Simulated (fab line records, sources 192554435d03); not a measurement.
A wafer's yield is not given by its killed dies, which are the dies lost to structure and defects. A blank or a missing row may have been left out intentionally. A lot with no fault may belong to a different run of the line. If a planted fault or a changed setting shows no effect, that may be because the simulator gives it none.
Which tool was responsible? || flow n5_finfet || 12 lots, 35 wafers sampled, at 4 steps of a route of 1938

## WHAT THE GAUGES SHOWED, per wafer
N5_PASSIVATION_CD_MEAS_44: the cd target is 40000 nm. Usual: cd_nm 40000 nm, standard deviation 3.4.
{"lot": "L943", "measured": "day 12 15:07", "on": "cd_sem-02", "cd_nm (nm)": "40002 40000 40001", "flag": ""}
{"lot": "L944", "measured": "day 13 05:42", "on": "cd_sem-01", "cd_nm (nm)": "40000 40005 40002", "flag": ""}
{"lot": "L945", "measured": "day 14 15:38", "on": "cd_sem-01", "cd_nm (nm)": "39999 39996 39997", "flag": ""}
{"lot": "L948", "measured": "day 14 21:00", "on": "cd_sem-02", "cd_nm (nm)": "39998 39999 40001", "flag": ""}
{"lot": "L951", "measured": "day 15 16:25", "on": "cd_sem-02", "cd_nm (nm)": "40003 40007 40005", "flag": ""}
{"lot": "L950", "measured": "day 15 23:55", "on": "cd_sem-03", "cd_nm (nm)": "39997 39993 39997", "flag": ""}
{"lot": "L949", "measured": "day 16 12:22", "on": "cd_sem-03", "cd_nm (nm)": "40004 40002", "flag": ""}
{"lot": "L953", "measured": "day 16 00:34", "on": "cd_sem-01", "cd_nm (nm)": "40005 40003 40001", "flag": ""}
{"lot": "L955", "measured": "day 17 04:24", "on": "cd_sem-03", "cd_nm (nm)": "40001 40003 40002", "flag": ""}
{"lot": "L957", "measured": "day 17 04:50", "on": "cd_sem-03", "cd_nm (nm)": "40000 39999 39996", "flag": ""}
{"lot": "L958", "measured": "day 17 08:10", "on": "cd_sem-01", "cd_nm (nm)": "39998 40000 39998", "flag": ""}
{"lot": "L965", "measured": "day 19 07:10", "on": "cd_sem-03", "cd_nm (nm)": "39998 40005 40000", "flag": ""}

## TOOL THAT RAN EACH LOT (tool first, then ch and the chambers of the sampled wafers, then the start)
{"lot": "L943", "N5_BEOL_M6_ECD_50": "ecd_cu-02 ch 0,1, day 9 02:03", "N5_PASSIVATION_PASS_ETCH_74": "rie_diel-01 ch 0,1,2, day 12 12:02", "N5_PASSIVATION_DEGAS_18": "pvd_sputter-02, day 12 12:43"}
{"lot": "L944", "N5_BEOL_M6_ECD_50": "ecd_cu-02 ch 0,1, day 9 18:42", "N5_PASSIVATION_PASS_ETCH_74": "rie_diel-01 ch 0,2,3, day 13 01:47", "N5_PASSIVATION_DEGAS_18": "pvd_sputter-03, day 13 03:04"}
{"lot": "L945", "N5_BEOL_M6_ECD_50": "ecd_cu-02 ch 0,1, day 10 16:04", "N5_PASSIVATION_PASS_ETCH_74": "rie_diel-01 ch 0,1,2, day 14 11:23", "N5_PASSIVATION_DEGAS_18": "pvd_sputter-02, day 14 12:55"}
{"lot": "L948", "N5_BEOL_M6_ECD_50": "ecd_cu-02 ch 0,1, day 10 17:12", "N5_PASSIVATION_PASS_ETCH_74": "rie_diel-06 ch 1,2,3, day 14 17:43", "N5_PASSIVATION_DEGAS_18": "pvd_sputter-02, day 14 18:30"}
{"lot": "L951", "N5_BEOL_M6_ECD_50": "ecd_cu-02 ch 0,1, day 11 19:35", "N5_PASSIVATION_PASS_ETCH_74": "rie_diel-02 ch 0,2,3, day 15 12:46", "N5_PASSIVATION_DEGAS_18": "pvd_sputter-01, day 15 13:52"}
{"lot": "L950", "N5_BEOL_M6_ECD_50": "ecd_cu-02 ch 0,1, day 11 20:06", "N5_PASSIVATION_PASS_ETCH_74": "rie_diel-02 ch 2,3, day 15 20:29", "N5_PASSIVATION_DEGAS_18": "pvd_sputter-01, day 15 21:13"}
{"lot": "L949", "N5_BEOL_M6_ECD_50": "ecd_cu-01 ch 0, day 11 20:29", "N5_PASSIVATION_PASS_ETCH_74": "rie_diel-06 ch 0,2, day 16 08:44", "N5_PASSIVATION_DEGAS_18": "pvd_sputter-03, day 16 09:42"}
{"lot": "L953", "N5_BEOL_M6_ECD_50": "ecd_cu-02 ch 0,1, day 12 03:46", "N5_PASSIVATION_PASS_ETCH_74": "rie_diel-01 ch 0,1,2, day 15 20:46", "N5_PASSIVATION_DEGAS_18": "pvd_sputter-03, day 15 21:39"}
{"lot": "L955", "N5_BEOL_M6_ECD_50": "ecd_cu-02 ch 0,1, day 12 20:42", "N5_PASSIVATION_PASS_ETCH_74": "rie_diel-01 ch 0,2, day 17 00:56", "N5_PASSIVATION_DEGAS_18": "pvd_sputter-03, day 17 01:50"}
{"lot": "L957", "N5_BEOL_M6_ECD_50": "ecd_cu-02 ch 0,1, day 13 11:44", "N5_PASSIVATION_PASS_ETCH_74": "rie_diel-06 ch 0,2,3, day 17 00:57", "N5_PASSIVATION_DEGAS_18": "pvd_sputter-01, day 17 02:05"}
{"lot": "L958", "N5_BEOL_M6_ECD_50": "ecd_cu-02 ch 0,1, day 13 17:58", "N5_PASSIVATION_PASS_ETCH_74": "rie_diel-06 ch 1,2, day 17 05:08", "N5_PASSIVATION_DEGAS_18": "pvd_sputter-01, day 17 05:46"}
{"lot": "L965", "N5_BEOL_M6_ECD_50": "ecd_cu-01 ch 0,1, day 15 12:22", "N5_PASSIVATION_PASS_ETCH_74": "rie_diel-01 ch 0,2, day 19 03:16", "N5_PASSIVATION_DEGAS_18": "pvd_sputter-03, day 19 04:08"}
- N5_BEOL_M6_ECD_50: material Cu, target thk 300 nm.
- N5_PASSIVATION_PASS_ETCH_74: etches SiNx in CF4/O2, target depth 220 nm, time 110 s.
- N5_PASSIVATION_DEGAS_18: time 60 s.

## AS READ BY THE TOOLS THEMSELVES (means over the sampled wafers that have a number; for cases with no such wafer, the mark the record gives instead)
N5_PASSIVATION_PASS_ETCH_74. Usual: drypump_motor_current_A 5.79 A, standard deviation 0.23; oes_product_au 0.79 a.u., standard deviation 0.094; rf_vpp_V 239 V, standard deviation 3.4; showerhead_plenum_p_Torr 2.19 Torr, standard deviation 0.055; throttle_valve_pct 15.99 %, standard deviation 0.25.
{"lot": "L943", "tool": "rie_diel-01", "drypump_motor_current_A (A)": 5.81, "oes_product_au (a.u.)": 0.82, "rf_vpp_V (V)": 240, "showerhead_plenum_p_Torr (Torr)": 2.21, "throttle_valve_pct (%)": 16.02, "flag": ""}
{"lot": "L944", "tool": "rie_diel-01", "drypump_motor_current_A (A)": 5.62, "oes_product_au (a.u.)": 0.80, "rf_vpp_V (V)": 240, "showerhead_plenum_p_Torr (Torr)": 2.18, "throttle_valve_pct (%)": 15.82, "flag": ""}
{"lot": "L945", "tool": "rie_diel-01", "drypump_motor_current_A (A)": 5.85, "oes_product_au (a.u.)": 0.80, "rf_vpp_V (V)": 240, "showerhead_plenum_p_Torr (Torr)": 2.21, "throttle_valve_pct (%)": 16.04, "flag": ""}
{"lot": "L948", "tool": "rie_diel-06", "drypump_motor_current_A (A)": 5.86, "oes_product_au (a.u.)": 0.86, "rf_vpp_V (V)": 234, "showerhead_plenum_p_Torr (Torr)": 2.20, "throttle_valve_pct (%)": 16.04, "flag": ""}
{"lot": "L951", "tool": "rie_diel-02", "drypump_motor_current_A (A)": 5.68, "oes_product_au (a.u.)": 0.76, "rf_vpp_V (V)": 240, "showerhead_plenum_p_Torr (Torr)": 2.20, "throttle_valve_pct (%)": 16.11, "flag": ""}
{"lot": "L950", "tool": "rie_diel-02", "drypump_motor_current_A (A)": 5.70, "oes_product_au (a.u.)": 0.84, "rf_vpp_V (V)": 240, "showerhead_plenum_p_Torr (Torr)": 2.25, "throttle_valve_pct (%)": 16.02, "flag": ""}
{"lot": "L949", "tool": "rie_diel-06", "drypump_motor_current_A (A)": 5.93, "oes_product_au (a.u.)": 0.74, "rf_vpp_V (V)": 238, "showerhead_plenum_p_Torr (Torr)": 2.16, "throttle_valve_pct (%)": 15.98, "flag": ""}
{"lot": "L953", "tool": "rie_diel-01", "drypump_motor_current_A (A)": 5.82, "oes_product_au (a.u.)": 0.79, "rf_vpp_V (V)": 240, "showerhead_plenum_p_Torr (Torr)": 2.21, "throttle_valve_pct (%)": 16.06, "flag": ""}
{"lot": "L955", "tool": "rie_diel-01", "drypump_motor_current_A (A)": 5.63, "oes_product_au (a.u.)": 0.83, "rf_vpp_V (V)": 242, "showerhead_plenum_p_Torr (Torr)": 2.16, "throttle_valve_pct (%)": 15.87, "flag": ""}
{"lot": "L957", "tool": "rie_diel-06", "drypump_motor_current_A (A)": 5.91, "oes_product_au (a.u.)": 0.77, "rf_vpp_V (V)": 238, "showerhead_plenum_p_Torr (Torr)": 2.16, "throttle_valve_pct (%)": 16.05, "flag": ""}
{"lot": "L958", "tool": "rie_diel-06", "drypump_motor_current_A (A)": 5.89, "oes_product_au (a.u.)": 0.77, "rf_vpp_V (V)": 234, "showerhead_plenum_p_Torr (Torr)": 2.20, "throttle_valve_pct (%)": 16.06, "flag": ""}
{"lot": "L965", "tool": "rie_diel-01", "drypump_motor_current_A (A)": 5.64, "oes_product_au (a.u.)": 0.82, "rf_vpp_V (V)": 240, "showerhead_plenum_p_Torr (Torr)": 2.15, "throttle_valve_pct (%)": 15.89, "flag": ""}

N5_PASSIVATION_DEGAS_18. Usual: heater_power_w 454 W, standard deviation 49; susceptor_temp_C 300.00 C, standard deviation 0.19.
{"lot": "L943", "tool": "pvd_sputter-02", "heater_power_w (W)": 457, "susceptor_temp_C (C)": 299.98, "flag": ""}
{"lot": "L944", "tool": "pvd_sputter-03", "heater_power_w (W)": 484, "susceptor_temp_C (C)": 300.04, "flag": ""}
{"lot": "L945", "tool": "pvd_sputter-02", "heater_power_w (W)": 453, "susceptor_temp_C (C)": 300.02, "flag": ""}
{"lot": "L948", "tool": "pvd_sputter-02", "heater_power_w (W)": 452, "susceptor_temp_C (C)": 300.11, "flag": ""}
{"lot": "L951", "tool": "pvd_sputter-01", "heater_power_w (W)": 488, "susceptor_temp_C (C)": 299.94, "flag": ""}
{"lot": "L950", "tool": "pvd_sputter-01", "heater_power_w (W)": 455, "susceptor_temp_C (C)": 300.26, "flag": ""}
{"lot": "L949", "tool": "pvd_sputter-03", "heater_power_w (W)": 481, "susceptor_temp_C (C)": 300.12, "flag": ""}
{"lot": "L953", "tool": "pvd_sputter-03", "heater_power_w (W)": 420, "susceptor_temp_C (C)": 300.11, "flag": ""}
{"lot": "L955", "tool": "pvd_sputter-03", "heater_power_w (W)": 461, "susceptor_temp_C (C)": 300.09, "flag": ""}
{"lot": "L957", "tool": "pvd_sputter-01", "heater_power_w (W)": 500, "susceptor_temp_C (C)": 299.94, "flag": ""}
{"lot": "L958", "tool": "pvd_sputter-01", "heater_power_w (W)": 462, "susceptor_temp_C (C)": 300.10, "flag": ""}
{"lot": "L965", "tool": "pvd_sputter-03", "heater_power_w (W)": 421, "susceptor_temp_C (C)": 300.18, "flag": ""}

## THE ANSWER, worked out from the rows above alone
Rule: take the mean of a lot's wafers that have a number; if it is more than 3 standard deviations from the usual mean, the lot is off. A lot without any number at a reading at which 4 lots or more have one is off too. Any other lot the step has rows for is counted as sound. First the gauges in route order, then the tools' own readings, where a lot's mean is used as printed above. At the first step where some lot is off, the reading lying furthest off is the one used; lots without a number count as furthest.
Across all readings shown, no lot is off: no conclusion can be drawn from this.

## WHAT THE SIMULATOR HAD PUT IN
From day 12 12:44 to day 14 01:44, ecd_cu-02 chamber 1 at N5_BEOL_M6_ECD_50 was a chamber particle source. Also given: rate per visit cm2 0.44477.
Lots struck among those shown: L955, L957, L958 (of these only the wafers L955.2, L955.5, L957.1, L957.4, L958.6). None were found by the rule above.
